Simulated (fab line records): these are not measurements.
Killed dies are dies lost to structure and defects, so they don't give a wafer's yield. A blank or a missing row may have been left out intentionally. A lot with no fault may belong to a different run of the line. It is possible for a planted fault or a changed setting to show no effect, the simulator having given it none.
Chamber matching || flow nand-harc || 4 sister chambers for NHARC_A_DECK1_JOINT_CMP_02 on cmp-02
The step polishes SiOx. 8 wafers are shown with their chamber, then 7 later ones without.

WAFERS PAIRED WITH THEIR CHAMBERS
{"wafer": "L446.1", "chamber": 1, "motor-current-A (A)": 10.2, "retaining-ring-pressure-frac": 1.006}
{"wafer": "L447.1", "chamber": 0, "motor-current-A (A)": 11.0, "retaining-ring-pressure-frac": 1.008}
{"wafer": "L447.5", "chamber": 0, "motor-current-A (A)": 10.8, "retaining-ring-pressure-frac": 1.006}
{"wafer": "L449.1", "chamber": 1, "motor-current-A (A)": 10.3, "retaining-ring-pressure-frac": 0.999}
{"wafer": "L450.5", "chamber": 3, "motor-current-A (A)": 13.4, "retaining-ring-pressure-frac": 1.000}
{"wafer": "L450.6", "chamber": 2, "motor-current-A (A)": 13.1, "retaining-ring-pressure-frac": 1.006}
{"wafer": "L454.4", "chamber": 3, "motor-current-A (A)": 14.1, "retaining-ring-pressure-frac": 1.005}
{"wafer": "L454.5", "chamber": 2, "motor-current-A (A)": 13.4, "retaining-ring-pressure-frac": 0.998}

WAFERS MISSING THEIR CHAMBER
{"wafer": "L454.6", "motor-current-A (A)": 13.6, "retaining-ring-pressure-frac": 1.005}
{"wafer": "L462.2", "motor-current-A (A)": 10.8, "retaining-ring-pressure-frac": 1.001}
{"wafer": "L462.4", "motor-current-A (A)": 12.9, "retaining-ring-pressure-frac": 1.007}
{"wafer": "L462.5", "motor-current-A (A)": 13.5, "retaining-ring-pressure-frac": 1.006}
{"wafer": "L469.1", "motor-current-A (A)": 14.0, "retaining-ring-pressure-frac": 1.001}
{"wafer": "L469.4", "motor-current-A (A)": 10.2, "retaining-ring-pressure-frac": 1.000}
{"wafer": "L469.5", "motor-current-A (A)": 10.5, "retaining-ring-pressure-frac": 0.997}

THE CHAMBER EACH PASSED THROUGH
{"wafer": "L454.6", "from the rows above": "can't be placed: 3 or 2", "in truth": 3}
{"wafer": "L462.2", "from the rows above": "can't be placed: 0 or 1", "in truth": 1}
{"wafer": "L462.4", "from the rows above": "can't be placed: 2 or 3", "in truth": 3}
{"wafer": "L462.5", "from the rows above": "can't be placed: 3 or 2", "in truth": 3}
{"wafer": "L469.1", "from the rows above": "can't be placed: 3 or 2", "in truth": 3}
{"wafer": "L469.4", "from the rows above": 1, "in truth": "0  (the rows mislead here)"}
{"wafer": "L469.5", "from the rows above": "can't be placed: 1 or 0", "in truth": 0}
Correct placement for 0 of the 7. From these rows, 6 cannot be placed; in 6 the true chamber is one of the candidates. 1 placed wrongly.
How it was worked out, from the rows above alone: a wafer's distance from a chamber is the root of the sum, over the readings, of the square of ((its reading less the chamber's mean) divided by the reading's scatter). The wafer belongs to the nearest chamber; if the next one is less than 2 further off, it can't be placed. The mean given for a chamber averages the wafers shown for that chamber. The scatter: the root of (the sum of the squares of (reading less its chamber's mean) over the shown wafers, divided by (wafers less chambers)).
